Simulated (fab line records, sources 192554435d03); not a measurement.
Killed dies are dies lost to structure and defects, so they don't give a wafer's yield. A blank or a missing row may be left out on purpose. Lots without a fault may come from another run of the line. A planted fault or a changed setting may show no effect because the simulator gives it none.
fab line records | flow n5_finfet
record lots=5 wafers=13 last_day=17
route steps=1938 shown PMOS_HMC_CHANNEL_EPI@57 BEOL_M4@1111 PASSIVATION@1936
lots that met no fault: from a run of the same line without faults
start_h: hours from the record's first day to the start of the lot's first wafer shown | wait_h: hours since the lot's step before | " the same as in the row above | L1.1+2: a row that stands for several wafers | - no value, or no start given | * or withheld: withheld | < > ~ a bound
route shown NAME@n: a module of which the file shows steps, and the number in the route of the first | usual: mean/standard deviation of fault-free wafers | same: alike in all rows | chamber/n: place in a boat | sites: the reading at each site | _std_site: their standard deviation | _edge_site: outer sites' mean less inner sites' | radius_mm: how far each site lies from the wafer's centre | mask NAME#n: copy n | behind: the tool/chamber that last shaped the wafer | hold: why the lot was held/for how many hours/how that ended | device: the transistor (n, p or np) that didn't switch | end of line: the same wafers' tests at the end of the route | a step without rows: its recipe alone | killed: dies lost to structure and defects at the first sort, not the wafer's yield | map: a wafer's dies, x killed, . not, _ none there
set.NAME: the setting as run; set.NAME@STEP: as run at that earlier step | model.NAME: the simulator's own value behind a step, which no gauge read
lots at some steps of the route; a table a step, a row a wafer
services: from which hour (start_h, from the record's first day; less than 0 if before it) a tool's chamber was out of use, for how many hours, and why
## steps
# step N5_PMOS_HMC_CHANNEL_EPI_HM_DEP_34
# recipe material=SiO2 target_thk_a=360 temp_c=400 precursor=TEOS/O2 pressure_torr=6.5 rf_w=900 teos_flow_sccm=161.4 gas=O2 flow_sccm=2650 time_s=6.9
# step N5_PMOS_HMC_CHANNEL_EPI_COAT_31
# recipe resist=BARC temp_c=205 time_s=60 spin_rpm=1500 resist_thk_nm=66
# step N5_PMOS_HMC_CHANNEL_EPI_COAT_03
# recipe resist=CAR-ArF-block spin_rpm=1500 resist_thk_nm=205
# step N5_PMOS_HMC_CHANNEL_EPI_EBR_05
# recipe solvent=PGMEA ebr_width_mm=1.5
# step N5_PMOS_HMC_CHANNEL_EPI_SOFTBAKE_04
# recipe temp_c=110 time_s=60 resist=CAR-ArF-block
# step N5_PMOS_HMC_CHANNEL_EPI_EXPOSE_06
# recipe mask_id=PMOS_HMC_BLK na=1.35 source_shape=conventional sigma_outer=0.8 polarization=unpolarized target_cd_nm=240 dose_mj=41
# step N5_PMOS_HMC_CHANNEL_EPI_PEB_07
# recipe peb_temp_c=110 peb_time_s=60 resist=CAR-ArF-block
# step N5_PMOS_HMC_CHANNEL_EPI_DEVELOP_08
# recipe develop_time_s=30 developer=TMAH resist=CAR-ArF-block dev_temp_c=23 rinse_liquid=diw dry=air_spin
# step N5_PMOS_HMC_CHANNEL_EPI_DESCUM_14
# recipe chemistry=O2 time_s=7.9 source_power_w=50 bias_power_w=20 pressure_mtorr=20 rf_frequency_hz=2.712e+07 temp_c=40 resist=CAR-ArF-block o2_flow_sccm=225
# step N5_PMOS_HMC_CHANNEL_EPI_ETCH_32
# recipe chemistry=N2/H2 target=BARC stop_on=SiO2 target_depth_a=858 over_etch_frac=0.3 time_s=50.3 ion_energy_ev=200 mask_material=CAR-ArF-block pressure_mtorr=30 source_w=840 bias_w=150 n2_flow_sccm=200 h2_flow_sccm=200
# usual drypump_motor_current_A=5.5/0.37 oes_product_au=0.67/0.061 rf_vpp_V=524.7/2.5 showerhead_plenum_p_Torr=2.58/0.086 throttle_valve_pct=18.04/0.27
# same time_s=50.3
# columns lot.wafer tool chamber start_h wait_h drypump_motor_current_A oes_product_au rf_hours_counter_h rf_vpp_V showerhead_plenum_p_Torr throttle_valve_pct model.CAR-ArF-block_of_PMOS_HMC_CHANNEL_EPI_COAT_03.thk_nm model.PMOS_HMC_CHANNEL_EPI.cd_nm model.SiO2_of_PMOS_HMC_CHANNEL_EPI_HM_DEP_34.thk_nm
L184.3 rie_diel-02 3 36.33 0.0 5.7 0.60 229 519.4 2.41 18.07 131.6 239.7 36.05
L184.5 " 3 " " 5.8 0.60 - 520.7 2.41 18.09 132.4 240.7 35.61
L184.6 " 2 " " 5.7 0.68 - 527.8 2.67 17.83 130.5 240.7 35.78
L185.3 rie_diel-02 3 41.49 0.0 5.7 0.60 232 520.6 2.41 18.08 86.07 245.6 34.77
L185.5 " 2 " " 5.7 0.68 - 527.9 2.67 17.83 132.2 240.1 36.85
L185.6 " 0 " " 5.5 0.72 - 524.9 2.60 18.00 134.1 240.4 36.67
L187.2 rie_diel-02 2 54.39 0.0 5.7 0.68 114 526.8 2.67 17.84 83.17 245.5 33.73
L187.6 " 0 " " 5.6 0.71 - 525.1 2.60 17.99 132.8 238.7 36.22
L188.2 rie_diel-02 2 59.68 0.0 5.7 0.67 117 526.3 2.67 17.84 83.38 247.1 34.33
L188.4 " 0 " " 5.5 0.71 - 525.0 2.59 18.00 132.2 240.7 36.1
L202.2 rie_diel-02 0 143.50 0.0 5.5 0.68 97 524.4 2.58 18.06 133.7 241.6 35.86
L202.4 " 2 " " 5.7 0.65 145 527.3 2.66 17.89 133.8 240.9 35.97
L202.5 " 3 " " 5.7 0.82 - 527.8 2.72 17.68 131.8 241.1 36.81
# step N5_PMOS_HMC_CHANNEL_EPI_HM_OPEN_15
# recipe chemistry=CHF3/O2 target=SiO2 mask_material=CAR-ArF-block target_depth_a=406 CHF3_flow_sccm=50 O2_flow_sccm=5 Ar_flow_sccm=200 time_s=20.3 pressure_mtorr=30 source_w=650 bias_w=170 ion_energy_ev=200
# usual O2_flow_sccm=4.998/0.014 drypump_motor_current_A=5.5/0.37 oes_product_au=0.78/0.075 rf_vpp_V=529/13 showerhead_plenum_p_Torr=2.45/0.076 throttle_valve_pct=19.04/0.2
# same time_s=20.3
# columns lot.wafer tool chamber start_h wait_h O2_flow_sccm drypump_motor_current_A oes_product_au rf_hours_counter_h rf_vpp_V showerhead_plenum_p_Torr throttle_valve_pct model.CAR-ArF-block_of_PMOS_HMC_CHANNEL_EPI_COAT_03.thk_nm
L184.3 rie_diel-02 3 36.37 0.0 5.006 5.7 0.69 229 508 2.31 19.23 92.34
L184.5 " 3 " " 5.003 5.7 0.70 - 511 2.31 19.22 93.28
L184.6 " 2 " " 5.007 5.7 0.80 - 549 2.53 18.87 89
L185.3 rie_diel-02 3 41.53 0.0 4.981 5.7 0.69 232 510 2.31 19.23 46.98
L185.5 " 2 " " 4.993 5.7 0.80 - 547 2.53 18.87 90.49
L185.6 " 0 " " 4.999 5.6 0.84 - 520 2.46 19.02 93.8
L187.2 rie_diel-02 2 54.44 0.0 4.973 5.7 0.80 115 549 2.52 18.88 41.66
L187.6 " 0 " " 5.015 5.5 0.83 - 519 2.46 19.00 92.36
L188.2 rie_diel-02 2 59.72 0.0 5.023 5.7 0.79 117 548 2.52 18.88 41.52
L188.4 " 0 " " 4.993 5.5 0.83 - 519 2.46 19.01 91.62
L202.2 rie_diel-02 0 143.55 0.0 5.009 5.5 0.79 97 519 2.45 19.07 93.24
L202.4 " 2 " " 5.012 5.7 0.76 145 547 2.51 18.92 92.73
L202.5 " 3 " " 5.000 5.7 0.96 - 519 2.59 18.86 91.73
# step N5_PMOS_HMC_CHANNEL_EPI_STRIP_33
# recipe chemistry=N2/H2 power_w=500 temp_c=40 pressure_mtorr=50 rf_frequency_hz=6e+07 overash_fraction=0.3 bias_power_w=8 h2_frac=0.5 n2_flow_sccm=300 h2_flow_sccm=300
# step N5_PMOS_HMC_CHANNEL_EPI_STRIP_17
# recipe chemistry=SPM time_s=750 temp_c=130 h2so4_h2o2_vol_ratio=4 dry=ipa_marangoni
# step N5_PMOS_HMC_CHANNEL_EPI_ETCH_38
# recipe chemistry=CF4 target=SiO2 target_depth_a=15 ion_energy_ev=350 pressure_mtorr=10 icp_w=800 bias_w=400 cf4_flow_sccm=80
# step N5_PMOS_HMC_CHANNEL_EPI_FIN_RECESS_16
# recipe chemistry=HBr/Cl2 target=Si mask_material=SiO2 target_depth_a=540 time_s=18 pressure_mtorr=10 icp_w=800 bias_w=75 HBr_flow_sccm=150 Cl2_flow_sccm=80
# usual drypump_motor_current_A=6.0/0.36 oes_product_au=1.004/0.023 throttle_valve_pct=35.38/0.27
# same time_s=18
# columns lot.wafer tool chamber start_h wait_h drypump_motor_current_A oes_product_au rf_hours_counter_h throttle_valve_pct model.PMOS_HMC_CHANNEL_EPI.cd_nm
L184.3 rie_si-04 3 36.77 0.0 6.6 0.998 29 35.57 239.7
L184.5 " 2 " " 5.5 1.026 - 35.54 240.6
L184.6 " 1 " " 6.0 1.011 - 35.70 240.6
L185.3 rie_si-01 3 41.93 0.0 5.6 0.968 77 35.26 245.4
L185.5 " 0 " " 6.1 1.041 - 35.03 240
L185.6 " 3 " " 5.6 0.963 - 35.27 240.3
L187.2 rie_si-01 1 54.81 0.0 6.3 1.010 57 35.67 245.5
L187.6 " 1 " " 6.2 1.010 - 35.67 238.6
L188.2 rie_si-04 2 60.11 0.0 5.4 1.020 169 35.54 247
L188.4 " 0 " " 6.2 0.994 105 35.17 240.5
L202.2 rie_si-04 2 143.93 0.0 5.4 1.032 171 35.53 241.5
L202.4 " 0 " " 6.2 1.009 106 35.15 240.9
L202.5 " 3 " " 6.6 0.994 - 35.58 241.1
# step N5_PMOS_HMC_CHANNEL_EPI_PRECLEAN_36
# recipe chemistry=O3/DIW time_s=45 temp_c=22 o3_ppm=10
# step N5_PMOS_HMC_CHANNEL_EPI_PRECLEAN_18
# recipe chemistry=DHF time_s=30 temp_c=25 dilution=withheld
# same time_s=30
# columns lot.wafer tool chamber start_h wait_h model.SiO2_of_PMOS_HMC_CHANNEL_EPI_HM_DEP_34.thk_nm
L184.3 wet_bench-02 1 36.89 0.0 24.97
L184.5 " 6 " " 24.36
L184.6 " 4 " " 24.63
L185.3 wet_bench-05 3 42.05 0.0 23.59
L185.5 " 7 " " 25.44
L185.6 " 4 " " 25.51
L187.2 wet_bench-03 0 54.93 0.0 22.41
L187.6 " 7 " " 24.91
L188.2 wet_bench-02 5 60.22 0.0 23.08
L188.4 " 0 " " 25.03
L202.2 wet_bench-03 3 144.06 0.0 24.44
L202.4 " 6 " " 24.72
L202.5 " 4 " " 25.7
# step N5_PMOS_HMC_CHANNEL_EPI_SRD_19
# recipe dry=ipa_marangoni do_ppb=5 time_s=30 temp_c=23 rinse_liquid=diw
# step N5_BEOL_M4_RC_MEAS_101
# usual DIBL_N=36.1/1.6 DIBL_P=35.7/1.8 IOFF_N=0.159/0.027 IOFF_P=0.21/0.03 ION_N=673/10 ION_P=462/7.4 SS_N=71.4/0.56 SS_P=73.2/0.61 VT_N=249.7/3 VT_P=-250/3.1
# columns lot.wafer tool chamber start_h wait_h DIBL_N[mV/V] DIBL_P[mV/V] IOFF_N[nA/um] IOFF_P[nA/um] ION_N[uA/um] ION_P[uA/um] SS_N[mV/dec] SS_P[mV/dec] VT_N[mV] VT_P[mV]
L184.3 prober-02 0 183.41 0.3 34.8 31.8 0.148 0.21 670 467 71.1 73.0 248.4 -247
L184.5 " 0 " " 35.4 33.2 0.164 0.24 679 471 71.2 72.8 247.5 -244
L184.6 " 0 " " 36.4 34.3 0.176 0.26 679 466 71.6 73.2 246.5 -245
L185.3 prober-02 0 185.47 0.3 37.4 35.6 0.154 0.18 667 455 71.5 73.2 253.0 -254
L185.5 " 0 " " 37.4 37.2 0.157 0.20 667 458 71.6 73.3 250.0 -252
L185.6 " 0 " " 37.6 36.5 0.149 0.18 656 445 71.7 73.3 252.7 -254
L187.2 prober-02 0 198.93 0.2 36.3 36.8 0.176 0.18 673 447 72.0 73.6 248.2 -254
L187.6 " 0 " " 35.7 36.6 0.153 0.19 673 456 71.6 72.8 252.4 -253
L188.2 prober-01 0 199.41 0.4 36.6 35.1 0.156 0.20 679 470 71.8 72.3 251.7 -250
L188.4 " 0 " " 35.9 33.7 0.131 0.18 671 460 71.0 72.3 252.3 -249
L202.2 prober-01 0 309.41 0.2 33.5 33.4 0.125 0.17 674 463 71.4 72.5 253.5 -253
L202.4 " 0 " " 36.8 37.8 0.185 0.24 687 469 71.3 73.4 248.2 -248
L202.5 " 0 " " 33.9 33.7 0.131 0.17 674 459 71.1 72.3 248.2 -253
# step N5_PASSIVATION_PROBE_49
# usual defect_limited_yield=91.0/1.3 killed_at_M0_to_M3=33/10 killed_at_M4_up=14/5.6 killed_at_contacts=12/5.8 killed_at_front_end=43/11 killed_at_other=4.1/2.8 killed_dies=106/15 killed_open=70/12 killed_short=34/7.5 sort_bin_5_function=5.3/0.88 sort_bin_6_memory=3.3/0.64 sort_bin_8_speed=0.00/0.016 sort_n_pass=1074/15 sort_yield_pct=91.0/1.3
# same gross_dies=1180 killed_at_back_side=0 sort_bin_4_leakage[%]=0
# columns lot.wafer tool chamber start_h wait_h defect_limited_yield[%] killed_at_M0_to_M3 killed_at_M4_up killed_at_contacts killed_at_front_end killed_at_other killed_dies killed_open killed_short sort_bin_5_function[%] sort_bin_6_memory[%] sort_bin_8_speed[%] sort_n_pass sort_yield_pct[%]
L184.3 prober-01 - 292.30 0.1 91.8 38 10 9 39 1 97 66 29 4.6 3.0 0 1083 91.8
L184.5 prober-01 - 292.40 0.2 91.4 23 12 8 55 4 102 69 31 5.5 3.0 0 1078 91.4
L184.6 prober-01 - 292.45 0.3 91.8 26 16 17 33 5 97 59 35 4.9 3.1 0 1083 91.8
L187.6 prober-02 - 303.69 0.3 92.9 30 10 7 31 6 84 49 34 4.6 2.2 0 1096 92.9
# killed by level:class
L184.3 STI_FIN_REVEAL:geometric_particle:open=10 BEOL_M3:geometric_particle:open=10 BEOL_M2:geometric_particle:open=9 GATE_CUT:geometric_particle:short=6 MOL_CONTACT_COAG:geometric_particle:open=6 BEOL_M0_SAQP:geometric_particle:open=6 DUMMY_GATE:geometric_particle:open=5 FIN_SAQP:geometric_particle:open=4
L184.5 FIN_SAQP:geometric_particle:open=19 STI_FIN_REVEAL:geometric_particle:open=10 FIN_SAQP:geometric_particle:short=8 MOL_CONTACT_COAG:geometric_particle:open=7 BEOL_M2:geometric_particle:open=5 BEOL_M4:geometric_particle:open=5 BEOL_M3:geometric_particle:open=4 STARTING-WAFER:geometric_particle:open=3
L184.6 MOL_CONTACT_COAG:geometric_particle:open=14 FIN_SAQP:geometric_particle:short=11 DUMMY_GATE:geometric_particle:open=10 BEOL_M4:geometric_particle:open=7 BEOL_M0_SAQP:geometric_particle:short=5 BEOL_M2:geometric_particle:open=5 BEOL_M8:geometric_particle:open=4 BEOL_M0_SAQP:geometric_particle:open=4
L187.6 FIN_SAQP:geometric_particle:short=7 MOL_CONTACT_COAG:geometric_particle:open=7 BEOL_M2:geometric_particle:open=7 BEOL_M0_SAQP:geometric_particle:short=6 BEOL_M4:geometric_particle:open=6 STI_FIN_REVEAL:geometric_particle:open=5 GATE_CUT:geometric_particle:short=5 BEOL_M1:geometric_particle:open=5
## services
# columns tool chamber start_h hours kind
rie_diel-02 1 24.86 - clean
rie_diel-02 1 24.86 - consumable_replace:focus_ring
rie_diel-02 1 24.86 16.6 scheduled_down
rie_diel-02 1 24.86 16.6 vent_cycle
rie_diel-02 0 28.01 4.1 repair
rie_si-04 - 28.53 2.8 pm
wet_bench-03 - 30.11 22.0 repair
rie_diel-02 3 50.39 12.1 repair
rie_diel-02 3 66.11 4.3 repair
rie_diel-02 3 117.94 - clean
rie_diel-02 3 117.94 - consumable_replace:focus_ring
rie_diel-02 3 117.94 - consumable_replace:showerhead
rie_diel-02 3 117.94 14.9 scheduled_down
rie_diel-02 3 117.94 14.9 vent_cycle
## key
first_sign none at tools or gauges
model_effect step=N5_PMOS_HMC_CHANNEL_EPI_ETCH_32 value=CAR-ArF-block_of_PMOS_HMC_CHANNEL_EPI_COAT_03.thk_nm without=132.2 struck=84.21
model_effect step=N5_PMOS_HMC_CHANNEL_EPI_HM_OPEN_15 value=CAR-ArF-block_of_PMOS_HMC_CHANNEL_EPI_COAT_03.thk_nm without=91.41 struck=43.39
model_effect step=N5_PMOS_HMC_CHANNEL_EPI_FIN_RECESS_16 value=PMOS_HMC_CHANNEL_EPI.cd_nm without=239.2 struck=246
model_effect step=N5_PMOS_HMC_CHANNEL_EPI_PRECLEAN_18 value=SiO2_of_PMOS_HMC_CHANNEL_EPI_HM_DEP_34.thk_nm without=24.64 struck=23.03
met_at N5_PMOS_HMC_CHANNEL_EPI_ETCH_32
struck_wafers L185.3,L187.2,L188.2
onset_between 36.33 41.49
fault kind=process_parameter_drift tool=rie_diel-02 chamber=- onset_h=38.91 steps=N5_PMOS_HMC_CHANNEL_EPI_ETCH_32 channel=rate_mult offset=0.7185 shape=step end_h=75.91 scope=struck_wafers_only
